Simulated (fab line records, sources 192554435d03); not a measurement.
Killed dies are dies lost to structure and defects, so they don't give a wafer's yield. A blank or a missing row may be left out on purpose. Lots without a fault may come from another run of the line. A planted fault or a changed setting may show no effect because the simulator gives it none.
fab line records | flow n5_finfet
record lots=24 wafers=72 last_day=18
route steps=1938 shown BEOL_M3@955
lots that met no fault: from a run of the same line without faults
start_h: hours from the record's first day to the start of the lot's first wafer shown | wait_h: hours since the lot's step before | " the same as in the row above | L1.1+2: a row that stands for several wafers | - no value, or no start given | * or withheld: withheld | < > ~ a bound
route shown NAME@n: a module of which the file shows steps, and the number in the route of the first | usual: mean/standard deviation of fault-free wafers | same: alike in all rows | chamber/n: place in a boat | sites: the reading at each site | _std_site: their standard deviation | _edge_site: outer sites' mean less inner sites' | radius_mm: how far each site lies from the wafer's centre | mask NAME#n: copy n | behind: the tool/chamber that last shaped the wafer | hold: why the lot was held/for how many hours/how that ended | device: the transistor (n, p or np) that didn't switch | end of line: the same wafers' tests at the end of the route | a step without rows: its recipe alone | killed: dies lost to structure and defects at the first sort, not the wafer's yield | map: a wafer's dies, x killed, . not, _ none there
set.NAME: the setting as run; set.NAME@STEP: as run at that earlier step | model.NAME: the simulator's own value behind a step, which no gauge read
steps of the route over a sample of lots; a table a step, a row a wafer
services: from which hour (start_h, from the record's first day; less than 0 if before it) a tool's chamber was out of use, for how many hours, and why
## steps
# step N5_BEOL_M3_STRIP_19
# recipe chemistry=O2 power_w=400 temp_c=40 pressure_mtorr=30 rf_frequency_hz=6e+07 bias_power_w=0 overash_fraction=0.2 o2_flow_sccm=225
# usual chamber_pressure_mTorr=29.998/0.029 drypump_motor_current_A=5.9/0.37 o2_flow_sccm=225.1/0.63 oes_product_au=0.80/0.093 rf_vpp_V=3.7/0.5 showerhead_plenum_p_Torr=2.10/0.083 throttle_valve_pct=16.68/0.21
# columns lot.wafer tool chamber start_h wait_h chamber_pressure_mTorr drypump_motor_current_A o2_flow_sccm oes_product_au rf_hours_counter_h rf_vpp_V showerhead_plenum_p_Torr throttle_valve_pct
L076.1 rie_diel-02 3 163.78 0.1 29.984 5.9 225.1 0.91 29 3.9 2.16 16.61
L076.3 " 0 " " 29.985 6.5 224.6 0.72 216 4.0 1.97 16.70
L076.6 " 1 " " 30.018 5.9 225.1 0.75 - 3.8 2.09 16.85
L075.2 rie_diel-06 2 169.21 0.1 30.027 6.0 224.7 0.75 128 5.3 2.21 16.51
L075.4 " 0 " " 29.996 5.9 225.5 0.91 24 3.8 2.16 16.35
L075.6 " 2 " " 30.008 5.9 225.3 0.76 - 4.2 2.21 16.50
L077.1 rie_diel-06 1 169.98 0.1 30.034 5.9 224.8 0.67 246 3.8 1.96 16.79
L077.3 " 2 " " 29.971 6.0 224.8 0.75 129 2.6 2.21 16.50
L077.6 " 0 " " 29.995 5.9 225.8 0.90 - 3.2 2.16 16.36
L078.3 rie_diel-04 1 181.64 0.1 29.988 5.8 224.1 0.66 244 4.0 2.06 16.86
L078.4 " 1 " " 29.981 5.8 224.8 0.66 - 3.0 2.06 16.88
L078.5 " 0 " " 29.999 6.3 224.9 0.67 - 3.9 1.99 17.12
L074.1 rie_diel-02 0 187.27 0.1 29.948 6.5 224.5 0.70 226 3.0 1.97 16.70
L074.5 " 2 " " 29.990 5.2 225.1 0.91 - 3.8 2.14 16.54
L074.6 " 0 " " 29.996 6.5 225.1 0.70 - 4.2 1.97 16.72
L079.3 rie_diel-02 0 187.32 0.1 30.025 6.5 225.4 0.71 226 3.6 1.97 16.73
L079.4 " 0 " " 29.959 6.5 226.5 0.70 - 3.6 1.97 16.72
L079.6 " 2 " " 30.027 5.2 225.7 0.92 - 3.1 2.14 16.57
L080.1 rie_diel-06 3 191.53 0.2 29.958 5.9 224.9 0.84 72 4.4 2.03 16.91
L080.3 " 2 " " 30.009 5.9 224.3 0.74 137 3.6 2.21 16.51
L080.6 " 3 " " 30.003 5.8 224.4 0.84 - 4.0 2.03 16.91
L081.2 rie_diel-02 2 193.67 0.1 29.992 5.2 224.9 0.92 28 2.9 2.14 16.56
L081.3 " 0 " " 30.000 6.6 225.0 0.70 228 3.7 1.97 16.71
L081.5 " 0 " " 30.076 6.5 225.3 0.69 - 4.8 1.97 16.73
L082.1 rie_diel-02 1 198.29 0.2 29.991 5.9 224.0 0.75 154 3.4 2.09 16.87
L082.2 " 3 " " 30.010 5.9 225.0 0.89 42 3.7 2.15 16.64
L082.4 " 0 " " 30.016 6.5 224.1 0.70 229 3.9 1.97 16.74
L083.1 rie_diel-02 2 198.37 0.1 29.984 5.2 224.1 0.91 30 3.1 2.14 16.55
L083.2 " 3 " " 30.031 5.9 223.5 0.88 42 3.4 2.15 16.62
L083.4 " 0 " " 30.018 6.5 225.4 0.70 230 3.9 1.97 16.73
L084.1 rie_diel-02 1 207.94 0.2 29.983 5.9 225.3 0.74 156 4.6 2.09 16.88
L084.2 " 2 " " 30.007 5.2 225.4 0.91 32 3.8 2.14 16.56
L084.6 " 0 " " 29.957 6.5 224.2 0.69 - 3.0 1.97 16.74
L085.2 rie_diel-04 3 211.86 0.1 29.983 5.4 224.8 0.84 72 4.2 2.13 16.38
L085.3 " 0 " " 30.007 6.3 224.5 0.68 266 3.4 1.99 17.13
L085.6 " 0 " " 30.027 6.3 225.2 0.67 - 4.0 1.99 17.14
L086.1 rie_diel-04 3 225.31 0.2 30.014 5.4 224.3 0.82 77 4.1 2.13 16.38
L086.3 " 0 " " 30.029 6.3 224.3 0.66 272 3.7 1.99 17.15
L086.6 " 3 " " 30.098 5.4 224.8 0.82 - 4.2 2.13 16.39
L088.2 rie_diel-04 1 243.01 0.1 29.947 5.8 225.8 0.65 265 3.7 2.05 16.91
L088.3 " 2 " " 30.009 5.4 225.0 0.76 133 3.2 2.22 16.87
L088.5 " 3 " " 30.026 5.4 225.3 0.82 - 3.0 2.12 16.39
L090.1 rie_diel-02 0 246.09 0.1 29.996 6.5 225.2 0.68 244 3.7 1.96 16.76
L090.4 " 1 " " 29.980 5.9 223.7 0.73 168 3.6 2.09 16.89
L090.5 " 3 " " 30.004 5.9 224.5 0.87 - 4.1 2.15 16.66
L089.2 rie_diel-02 1 247.22 0.1 30.003 5.9 225.6 0.73 168 2.6 2.09 16.90
L089.3 " 2 " " 30.014 5.2 224.7 0.87 45 4.4 2.13 16.59
L089.4 " 0 " " 29.985 6.5 225.0 0.69 244 4.2 1.96 16.76
L087.1 rie_diel-02 2 262.56 0.2 29.944 5.3 224.8 0.87 50 3.4 2.13 16.60
L087.3 " 0 " " 30.015 6.5 226.0 0.68 249 2.7 1.96 16.77
L087.6 " 2 " " 29.993 5.2 225.5 0.87 - 4.2 2.13 16.58
L092.3 rie_diel-04 0 264.63 0.2 30.004 6.3 225.8 0.99 4 2.9 2.26 16.64
L092.4 " 0 " " 30.047 6.4 225.3 0.98 - 3.9 2.26 16.65
L092.6 " 2 " " 29.991 5.4 224.2 0.76 - 3.3 2.21 16.89
L091.3 rie_diel-04 2 265.03 0.1 30.013 5.4 225.0 0.75 140 3.7 2.21 16.90
L091.5 " 2 " " 30.010 5.4 225.9 0.76 - 3.5 2.21 16.90
L091.6 " 0 " " 29.992 6.3 224.3 1.00 - 3.5 2.26 16.65
L093.1 rie_diel-06 1 277.58 0.1 30.003 5.9 225.1 0.92 21 3.3 2.21 16.40
L093.2 " 0 " " 30.010 5.9 225.6 0.85 59 3.6 2.15 16.41
L093.4 " 2 " " 29.998 5.9 226.6 0.72 163 4.4 2.20 16.56
L094.1 rie_diel-06 1 282.94 0.2 30.009 5.9 225.3 0.92 23 4.2 2.21 16.40
L094.2 " 2 " " 29.976 5.9 225.6 0.73 165 3.7 2.20 16.57
L094.5 " 0 " " 30.011 5.9 224.1 0.85 - 4.6 2.15 16.41
L095.2 rie_diel-02 1 286.12 0.1 30.043 5.9 224.7 0.72 181 3.8 2.08 16.90
L095.3 " 3 " " 29.978 5.9 225.0 0.85 71 2.9 2.14 16.68
L095.4 " 2 " " 29.995 5.3 225.6 0.87 58 3.8 2.13 16.61
L096.2 rie_diel-06 0 287.29 0.1 29.995 5.9 225.1 0.84 62 3.8 2.14 16.40
L096.3 " 3 " " 30.011 5.9 226.4 0.80 100 3.6 2.02 16.96
L096.4 " 2 " " 29.951 5.9 225.1 0.73 166 3.5 2.20 16.56
L097.2 rie_diel-06 1 290.96 0.1 29.969 5.9 225.8 0.92 25 3.3 2.21 16.40
L097.4 " 2 " " 30.006 6.0 225.2 0.72 167 3.5 2.20 16.57
L097.5 " 3 " " 30.034 5.9 225.2 0.80 - 3.9 2.02 16.94
# step N5_BEOL_M3_STRIP_36
# recipe chemistry=N2/H2 power_w=450 temp_c=40 pressure_mtorr=20 rf_frequency_hz=6e+07 overash_fraction=0.3 bias_power_w=7 h2_frac=0.5 n2_flow_sccm=200 h2_flow_sccm=200
# usual chamber_pressure_mTorr=20.00/0.033 drypump_motor_current_A=5.9/0.36 oes_product_au=0.82/0.099 rf_vpp_V=59.3/1.5 showerhead_plenum_p_Torr=2.57/0.089 throttle_valve_pct=23.8/0.32
# columns lot.wafer tool chamber start_h wait_h chamber_pressure_mTorr drypump_motor_current_A oes_product_au rf_hours_counter_h rf_vpp_V showerhead_plenum_p_Torr throttle_valve_pct
L076.1 rie_diel-02 3 172.57 0.0 20.03 5.9 0.90 33 56.8 2.60 23.5
L076.3 " 1 " " 19.96 5.9 0.76 147 57.8 2.54 24.1
L076.6 " 3 " " 19.94 5.9 0.91 - 62.1 2.60 23.5
L077.1 rie_diel-02 2 175.78 0.0 19.99 5.3 0.93 22 57.3 2.60 23.7
L077.3 " 3 " " 20.03 5.9 0.90 34 58.0 2.60 23.5
L077.6 " 2 " " 19.97 5.2 0.93 - 57.6 2.60 23.7
L075.2 rie_diel-06 3 175.86 0.0 19.97 5.8 0.84 66 59.2 2.47 24.3
L075.4 " 1 " " 20.02 6.0 0.68 248 61.1 2.38 23.9
L075.6 " 3 " " 20.03 5.9 0.85 - 58.9 2.47 24.3
L078.3 rie_diel-06 0 183.44 0.0 19.99 5.8 0.89 29 61.4 2.59 23.1
L078.4 " 0 " " 20.04 5.9 0.90 - 59.8 2.59 23.1
L078.5 " 3 " " 20.05 5.9 0.84 - 61.1 2.47 24.3
L074.1 rie_diel-04 3 189.65 0.0 19.99 5.4 0.83 64 57.1 2.59 23.6
L074.5 " 0 " " 20.04 6.4 0.67 - 59.4 2.40 24.1
L074.6 " 1 " " 19.96 5.8 0.66 - 59.0 2.51 24.1
L079.3 rie_diel-02 0 192.55 0.0 19.99 6.6 0.70 228 60.7 2.39 23.8
L079.4 " 1 " " 20.00 5.9 0.74 151 56.9 2.54 24.1
L079.6 " 1 " " 20.03 5.9 0.76 - 59.9 2.54 24.2
L080.1 rie_diel-04 1 197.15 0.0 20.03 5.8 0.67 250 63.0 2.51 24.0
L080.3 " 3 " " 19.99 5.4 0.85 67 59.7 2.59 23.7
L080.6 " 1 " " 20.01 5.8 0.66 - 56.9 2.51 24.1
L081.2 rie_diel-04 0 203.58 0.0 20.00 6.3 0.68 264 58.9 2.39 24.1
L081.3 " 1 " " 19.99 5.8 0.66 252 57.4 2.51 24.1
L081.5 " 0 " " 19.97 6.3 0.66 - 58.0 2.39 24.1
L082.1 rie_diel-06 2 203.65 0.0 20.04 6.0 0.73 142 55.8 2.65 23.4
L082.2 " 0 " " 19.99 5.9 0.88 37 59.2 2.58 23.1
L082.4 " 1 " " 20.04 6.0 1.01 1 58.5 2.70 23.6
L084.1 rie_diel-04 0 212.20 0.0 20.03 6.4 0.68 267 58.3 2.39 24.1
L084.2 " 1 " " 20.05 5.8 0.66 255 58.4 2.51 24.0
L084.6 " 3 " " 20.02 5.4 0.83 - 60.0 2.58 23.7
L083.1 rie_diel-06 3 212.29 0.0 20.01 5.9 0.83 79 57.8 2.47 24.4
L083.2 " 0 " " 20.03 5.9 0.89 40 60.1 2.58 23.1
L083.4 " 2 " " 20.01 6.0 0.74 144 60.1 2.65 23.4
L085.2 rie_diel-06 0 215.13 0.0 19.91 5.8 0.89 40 58.4 2.58 23.1
L085.3 " 3 " " 20.00 5.8 0.83 80 57.8 2.47 24.4
L085.6 " 0 " " 20.00 5.9 0.89 - 59.6 2.58 23.1
L086.1 rie_diel-06 2 231.22 0.0 20.02 6.0 0.76 149 58.8 2.65 23.4
L086.3 " 0 " " 19.94 5.8 0.87 44 58.4 2.58 23.1
L086.6 " 1 " " 20.01 5.9 0.96 - 59.5 2.70 23.6
L088.2 rie_diel-02 0 257.58 0.0 19.98 6.6 0.68 246 57.2 2.38 23.8
L088.3 " 1 " " 20.03 5.9 0.72 171 62.0 2.53 24.2
L088.5 " 3 " " 19.95 5.9 0.85 - 59.0 2.58 23.6
L090.1 rie_diel-02 1 260.14 0.0 19.96 5.9 0.72 172 60.3 2.53 24.2
L090.4 " 0 " " 19.97 6.6 0.68 247 55.5 2.38 23.9
L090.5 " 0 " " 20.04 6.5 0.68 - 59.4 2.38 23.8
L089.2 rie_diel-04 3 263.04 0.0 20.02 5.4 0.81 88 57.3 2.58 23.7
L089.3 " 0 " " 20.03 6.3 1.00 3 59.8 2.72 23.8
L089.4 " 2 " " 20.02 5.4 0.75 - 60.8 2.66 23.7
L087.1 rie_diel-06 1 266.67 0.0 19.92 6.0 0.93 18 60.6 2.69 23.6
L087.3 " 0 " " 20.02 5.9 0.85 56 62.3 2.58 23.1
L087.6 " 2 " " 20.03 6.0 0.72 - 57.9 2.64 23.5
L091.3 rie_diel-02 1 267.14 0.0 19.95 5.9 0.73 175 60.1 2.53 24.2
L091.5 " 1 " " 19.96 5.9 0.71 - 59.7 2.53 24.2
L091.6 " 2 " " 20.00 5.2 0.86 - 57.9 2.58 23.8
L092.3 rie_diel-04 2 271.26 0.0 19.98 5.4 0.76 142 60.0 2.66 23.7
L092.4 " 0 " " 19.98 6.3 0.96 - 59.7 2.72 23.8
L092.6 " 3 " " 20.00 5.4 0.81 - 59.7 2.58 23.7
L093.1 rie_diel-02 0 285.34 0.0 20.03 6.6 1.01 1 62.3 2.70 23.5
L093.2 " 3 " " 19.99 5.9 0.85 70 57.9 2.58 23.6
L093.4 " 1 " " 19.96 5.9 0.73 181 61.6 2.52 24.2
L094.1 rie_diel-02 1 300.50 0.0 19.95 5.9 0.72 185 60.4 2.52 24.2
L094.2 " 0 " " 20.04 6.6 0.98 6 61.8 2.70 23.5
L094.5 " 1 " " 20.01 5.9 0.71 - 58.2 2.52 24.2
L095.2 rie_diel-02 0 303.31 0.0 19.96 6.5 0.96 7 58.5 2.70 23.5
L095.3 " 3 " " 20.01 5.9 0.85 76 59.8 2.58 23.6
L095.4 " 2 " " 20.05 5.3 0.86 63 61.0 2.58 23.8
L096.2 rie_diel-02 1 306.31 0.0 19.99 5.9 0.72 188 59.6 2.52 24.2
L096.3 " 3 " " 19.97 5.9 0.83 77 58.7 2.58 23.6
L096.4 " 2 " " 19.97 5.3 0.84 65 60.0 2.58 23.8
L097.2 rie_diel-04 2 306.50 0.0 20.01 5.4 0.74 152 58.7 2.66 23.7
L097.4 " 0 " " 19.94 6.3 0.95 15 62.1 2.71 23.8
L097.5 " 0 " " 19.95 6.3 0.94 - 59.7 2.71 23.8
# step N5_BEOL_M3_OCD_MEAS_38
# usual trench_depth_nm=55.1/1.4
# columns lot.wafer tool chamber start_h wait_h trench_depth_nm
L076.1 ocd-02 - 172.76 - 54.6
L076.3 " - " " 54.6
L076.6 " - " " 54.7
L077.1 ocd-01 - 175.98 - 54.8
L077.3 " - " " 54.5
L077.6 " - " " 55.0
L075.2 ocd-01 - 176.05 - 53.7
L075.4 " - " " 54.4
L075.6 " - " " 54.6
L078.3 ocd-01 - 183.64 - 56.5
L078.4 " - " " 56.5
L078.5 " - " " 55.4
L074.1 ocd-02 - 189.85 - 57.6
L074.5 " - " " 53.0
L074.6 " - " " 53.5
L079.3 ocd-02 - 192.74 - 54.5
L079.4 " - " " 54.5
L079.6 " - " " 54.8
L080.1 ocd-02 - 197.34 - 53.7
L080.3 " - " " 57.6
L080.6 " - " " 54.7
L081.2 ocd-01 - 203.77 - 53.3
L081.3 " - " " 53.1
L081.5 " - " " 53.1
L082.1 ocd-01 - 203.84 - 53.8
L082.2 " - " " 56.6
L082.4 " - " " 55.7
L084.1 ocd-02 - 212.39 - 53.8
L084.2 " - " " 55.0
L084.6 " - " " 57.0
L083.1 ocd-02 - 212.48 - 55.2
L083.2 " - " " 57.7
L083.4 " - " " 54.6
L085.2 ocd-01 - 215.33 - 57.0
L085.3 " - " " 55.7
L085.6 " - " " 56.8
L086.1 ocd-01 - 231.42 - 53.8
L086.3 " - " " 56.5
L086.6 " - " " 55.5
L088.2 ocd-01 - 257.77 - 53.6
L088.3 " - " " 53.7
L088.5 " - " " 54.6
L090.1 ocd-02 - 260.33 - 53.9
L090.4 " - " " 53.7
L090.5 " - " " 53.9
L089.2 ocd-02 - 263.23 - 57.2
L089.3 " - " " 56.9
L089.4 " - " " 56.0
L087.1 ocd-01 - 266.86 - 55.8
L087.3 " - " " 57.2
L087.6 " - " " 53.3
L091.3 ocd-02 - 267.33 - 53.9
L091.5 " - " " 54.3
L091.6 " - " " 54.8
L092.3 ocd-01 - 271.45 - 56.1
L092.4 " - " " 57.2
L092.6 " - " " 57.1
L093.1 ocd-02 - 285.53 - 56.9
L093.2 " - " " 53.5
L093.4 " - " " 52.8
L094.1 ocd-01 - 300.70 - 55.0
L094.2 " - " " 57.6
L094.5 " - " " 53.7
L095.2 ocd-02 - 303.50 - 57.8
L095.3 " - " " 53.7
L095.4 " - " " 53.4
L096.2 ocd-01 - 306.51 - 52.9
L096.3 " - " " 54.5
L096.4 " - " " 53.5
L097.2 ocd-02 - 306.70 - 55.8
L097.4 " - " " 56.5
L097.5 " - " " 56.9
# step N5_BEOL_M3_SPUTTER_79
# recipe material=Cu target_thk_a=45 temp_c=-20 chamber_pressure_pa=0.07 power_w=withheld time_s=8.29
# usual chamber_pressure_pa=0.07001/0.00015 throttle_valve_pct=29.7/0.97
# columns lot.wafer tool chamber start_h wait_h chamber_pressure_pa throttle_valve_pct
L076.1 pvd_sputter-03 - 173.94 0.1 0.06999 28.4
L076.3 " - " " 0.07018 29.8
L076.6 " - " " 0.07006 28.9
L077.1 pvd_sputter-01 - 177.30 0.1 0.07012 31.7
L077.3 " - " " 0.06992 29.4
L077.6 " - " " 0.06972 31.7
L075.2 pvd_sputter-01 - 179.14 0.1 0.06975 29.6
L075.4 " - " " 0.07019 31.8
L075.6 " - " " 0.06972 30.6
L078.3 pvd_sputter-03 - 185.09 0.1 0.06997 30.3
L078.4 " - " " 0.07026 30.5
L078.5 " - " " 0.07012 29.6
L074.1 pvd_sputter-01 - 191.39 0.1 0.06999 29.2
L074.5 " - " " 0.07007 31.6
L074.6 " - " " 0.06994 29.2
L079.3 pvd_sputter-03 - 195.58 0.1 0.07011 30.5
L079.4 " - " " 0.07011 28.4
L079.6 " - " " 0.06996 30.3
L080.1 pvd_sputter-01 - 199.03 0.1 0.06993 29.4
L080.3 " - " " 0.07019 31.1
L080.6 " - " " 0.0701 29.3
L081.2 pvd_sputter-02 - 204.95 0.1 0.06998 28.9
L081.3 " - " " 0.06994 28.0
L081.5 " - " " 0.07003 28.8
L082.1 pvd_sputter-01 - 205.26 0.1 0.06988 31.7
L082.2 " - " " 0.07017 29.2
L082.4 " - " " 0.07014 30.8
L084.1 pvd_sputter-03 - 213.79 0.1 0.06986 30.2
L084.2 " - " " 0.06999 28.7
L084.6 " - " " 0.06988 30.2
L083.1 pvd_sputter-01 - 215.18 0.1 0.06999 30.8
L083.2 " - " " 0.06972 31.7
L083.4 " - " " 0.06985 29.6
L085.2 pvd_sputter-03 - 218.81 0.1 0.07006 30.2
L085.3 " - " " 0.06989 30.1
L085.6 " - " " 0.07 30.2
L086.1 pvd_sputter-03 - 232.79 0.1 0.0698 29.7
L086.3 " - " " 0.06995 30.6
L086.6 " - " " 0.06999 30.2
L088.2 pvd_sputter-02 - 259.27 0.1 0.06996 29.9
L088.3 " - " " 0.06976 28.8
L088.5 " - " " 0.07017 29.8
L090.1 pvd_sputter-03 - 262.19 0.1 0.07004 28.6
L090.4 " - " " 0.07007 29.7
L090.5 " - " " 0.06995 29.9
L089.2 pvd_sputter-03 - 264.63 0.1 0.07015 28.6
L089.3 " - " " 0.07001 29.8
L089.4 " - " " 0.07015 30.0
L087.1 pvd_sputter-02 - 268.61 0.1 0.0701 29.0
L087.3 " - " " 0.06981 28.0
L087.6 " - " " 0.06984 29.0
L091.3 pvd_sputter-02 - 270.45 0.1 0.07012 29.3
L091.5 " - " " 0.07011 29.0
L091.6 " - " " 0.07002 28.1
L092.3 pvd_sputter-02 - 272.93 0.1 0.06975 29.0
L092.4 " - " " 0.06994 28.9
L092.6 " - " " 0.06997 28.3
L093.1 pvd_sputter-03 - 288.65 0.1 0.06982 30.4
L093.2 " - " " 0.07045 28.6
L093.4 " - " " 0.07017 30.4
L094.1 pvd_sputter-02 - 302.67 0.1 0.07015 29.9
L094.2 " - " " 0.07025 28.8
L094.5 " - " " 0.07005 28.3
L095.2 pvd_sputter-02 - 304.93 0.1 0.06982 28.8
L095.3 " - " " 0.0698 27.9
L095.4 " - " " 0.06991 29.1
L096.2 pvd_sputter-03 - 308.02 0.1 0.07007 29.8
L096.3 " - " " 0.07002 30.1
L096.4 " - " " 0.07018 30.5
L097.2 pvd_sputter-02 - 308.37 0.1 0.06998 27.9
L097.4 " - " " 0.06999 30.0
L097.5 " - " " 0.06983 29.0
# step N5_BEOL_M3_ANNEAL_91
# recipe temp_c=400 time_s=240 ambient=vacuum
# usual heater_power_w=791/75
# columns lot.wafer tool chamber start_h wait_h heater_power_w
L076.1 pvd_sputter-03 - 174.90 0.0 801
L076.3 " - " " 795
L076.6 " - " " 793
L077.1 pvd_sputter-01 - 178.26 0.0 812
L077.3 " - " " 782
L077.6 " - " " 796
L075.2 pvd_sputter-01 - 180.10 0.0 808
L075.4 " - " " 796
L075.6 " - " " 828
L078.3 pvd_sputter-03 - 186.05 0.0 690
L078.4 " - " " 714
L078.5 " - " " 776
L074.1 pvd_sputter-01 - 192.35 0.0 814
L074.5 " - " " 824
L074.6 " - " " 824
L079.3 pvd_sputter-03 - 196.54 0.0 694
L079.4 " - " " 785
L079.6 " - " " 720
L080.1 pvd_sputter-01 - 199.99 0.0 791
L080.3 " - " " 826
L080.6 " - " " 795
L081.2 pvd_sputter-02 - 205.91 0.0 732
L081.3 " - " " 923
L081.5 " - " " 948
L082.1 pvd_sputter-01 - 206.22 0.0 826
L082.2 " - " " 798
L082.4 " - " " 831
L084.1 pvd_sputter-03 - 214.75 0.0 715
L084.2 " - " " 800
L084.6 " - " " 732
L083.1 pvd_sputter-01 - 216.14 0.0 771
L083.2 " - " " 815
L083.4 " - " " 808
L085.2 pvd_sputter-03 - 219.77 0.0 733
L085.3 " - " " 731
L085.6 " - " " 708
L086.1 pvd_sputter-03 - 233.75 0.0 800
L086.3 " - " " 692
L086.6 " - " " 707
L088.2 pvd_sputter-02 - 260.23 0.0 743
L088.3 " - " " 742
L088.5 " - " " 722
L090.1 pvd_sputter-03 - 263.15 0.0 818
L090.4 " - " " 807
L090.5 " - " " 786
L089.2 pvd_sputter-03 - 265.59 0.0 771
L089.3 " - " " 789
L089.4 " - " " 720
L087.1 pvd_sputter-02 - 269.57 0.0 745
L087.3 " - " " 895
L087.6 " - " " 728
L091.3 pvd_sputter-02 - 271.41 0.0 750
L091.5 " - " " 916
L091.6 " - " " 948
L092.3 pvd_sputter-02 - 273.89 0.0 962
L092.4 " - " " 747
L092.6 " - " " 921
L093.1 pvd_sputter-03 - 289.61 0.0 719
L093.2 " - " " 810
L093.4 " - " " 690
L094.1 pvd_sputter-02 - 303.63 0.0 719
L094.2 " - " " 967
L094.5 " - " " 912
L095.2 pvd_sputter-02 - 305.89 0.0 954
L095.3 " - " " 915
L095.4 " - " " 724
L096.2 pvd_sputter-03 - 308.98 0.0 790
L096.3 " - " " 692
L096.4 " - " " 737
L097.2 pvd_sputter-02 - 309.33 0.0 908
L097.4 " - " " 744
L097.5 " - " " 734
# step N5_BEOL_M3_ANNEAL_51
# recipe temp_c=225 time_s=90 ambient=N2
# usual wafer_temp_C_max=225.94/0.22
# columns lot.wafer tool chamber start_h wait_h wafer_temp_C_max
L076.1 rtp_anneal-02 0 175.67 0.1 225.78
L076.3 " 0 " " 225.58
L076.6 " 0 " " 225.69
L077.1 rtp_anneal-02 0 179.03 0.1 225.54
L077.3 " 0 " " 225.84
L077.6 " 0 " " 226.05
L075.2 rtp_anneal-01 0 180.92 0.1 226.49
L075.4 " 0 " " 226.05
L075.6 " 0 " " 225.99
L078.3 rtp_anneal-01 0 186.92 0.1 225.78
L078.4 " 0 " " 226.39
L078.5 " 0 " " 226.05
L074.1 rtp_anneal-02 0 193.13 0.1 225.85
L074.5 " 0 " " 225.75
L074.6 " 0 " " 225.80
L079.3 rtp_anneal-01 0 197.40 0.1 226.24
L079.4 " 0 " " 226.02
L079.6 " 0 " " 226.17
L080.1 rtp_anneal-01 0 200.77 0.1 226.08
L080.3 " 0 " " 226.22
L080.6 " 0 " " 225.79
L081.2 rtp_anneal-02 0 206.73 0.1 225.73
L081.3 " 0 " " 225.94
L081.5 " 0 " " 226.12
L082.1 rtp_anneal-01 0 207.03 0.1 225.90
L082.2 " 0 " " 225.57
L082.4 " 0 " " 225.73
L084.1 rtp_anneal-02 0 215.52 0.1 225.83
L084.2 " 0 " " 225.93
L084.6 " 0 " " 225.66
L083.1 rtp_anneal-02 0 216.92 0.1 225.82
L083.2 " 0 " " 226.08
L083.4 " 0 " " 226.10
L085.2 rtp_anneal-01 0 220.59 0.1 226.11
L085.3 " 0 " " 225.70
L085.6 " 0 " " 225.87
L086.1 rtp_anneal-02 0 234.53 0.1 225.89
L086.3 " 0 " " 226.23
L086.6 " 0 " " 226.09
L088.2 rtp_anneal-02 0 261.06 0.1 225.96
L088.3 " 0 " " 226.00
L088.5 " 0 " " 225.89
L090.1 rtp_anneal-02 0 263.92 0.1 225.78
L090.4 " 0 " " 226.25
L090.5 " 0 " " 225.71
L089.2 rtp_anneal-01 0 266.54 0.2 226.02
L089.3 " 0 " " 226.02
L089.4 " 0 " " 226.24
L087.1 rtp_anneal-02 0 270.35 0.1 225.61
L087.3 " 0 " " 225.60
L087.6 " 0 " " 225.56
L091.3 rtp_anneal-01 0 272.28 0.1 225.93
L091.5 " 0 " " 225.72
L091.6 " 0 " " 225.57
L092.3 rtp_anneal-02 0 275.17 0.5 226.05
L092.4 " 0 " " 225.67
L092.6 " 0 " " 225.75
L093.1 rtp_anneal-01 0 290.52 0.2 226.07
L093.2 " 0 " " 226.22
L093.4 " 0 " " 225.92
L094.1 rtp_anneal-02 0 304.41 0.1 225.82
L094.2 " 0 " " 225.47
L094.5 " 0 " " 225.77
L095.2 rtp_anneal-01 0 306.85 0.2 225.94
L095.3 " 0 " " 226.26
L095.4 " 0 " " 225.66
L096.2 rtp_anneal-01 0 309.80 0.1 225.89
L096.3 " 0 " " 225.79
L096.4 " 0 " " 225.79
L097.2 rtp_anneal-02 0 310.21 0.2 225.94
L097.4 " 0 " " 226.34
L097.5 " 0 " " 225.98
## services
# columns tool chamber start_h hours kind
rie_diel-02 2 161.44 8.3 repair
rie_diel-06 1 180.43 - clean
rie_diel-06 1 180.43 - consumable_replace:focus_ring
rie_diel-06 1 180.43 - consumable_replace:showerhead
rie_diel-02 1 183.49 5.8 repair
rie_diel-02 - 199.34 2.8 pm
rie_diel-04 0 228.92 - clean
rie_diel-04 0 228.92 - consumable_replace:focus_ring
rie_diel-04 0 228.92 - consumable_replace:showerhead
rie_diel-04 0 228.92 27.6 scheduled_down
rie_diel-04 0 228.92 27.6 vent_cycle
rie_diel-04 1 256.49 - clean
rie_diel-04 1 256.49 - consumable_replace:focus_ring
rie_diel-04 1 256.49 17.6 scheduled_down
rie_diel-04 1 256.49 17.6 vent_cycle
rie_diel-06 1 256.96 4.2 repair
rie_diel-02 0 265.89 - clean
rie_diel-02 0 265.89 - consumable_replace:focus_ring
rie_diel-02 0 265.89 - consumable_replace:showerhead
rie_diel-02 0 265.89 15.8 scheduled_down
rie_diel-02 0 265.89 15.8 vent_cycle
rtp_anneal-01 - 293.98 2.9 pm
rie_diel-06 - 301.29 2.1 repair
## key
fault none
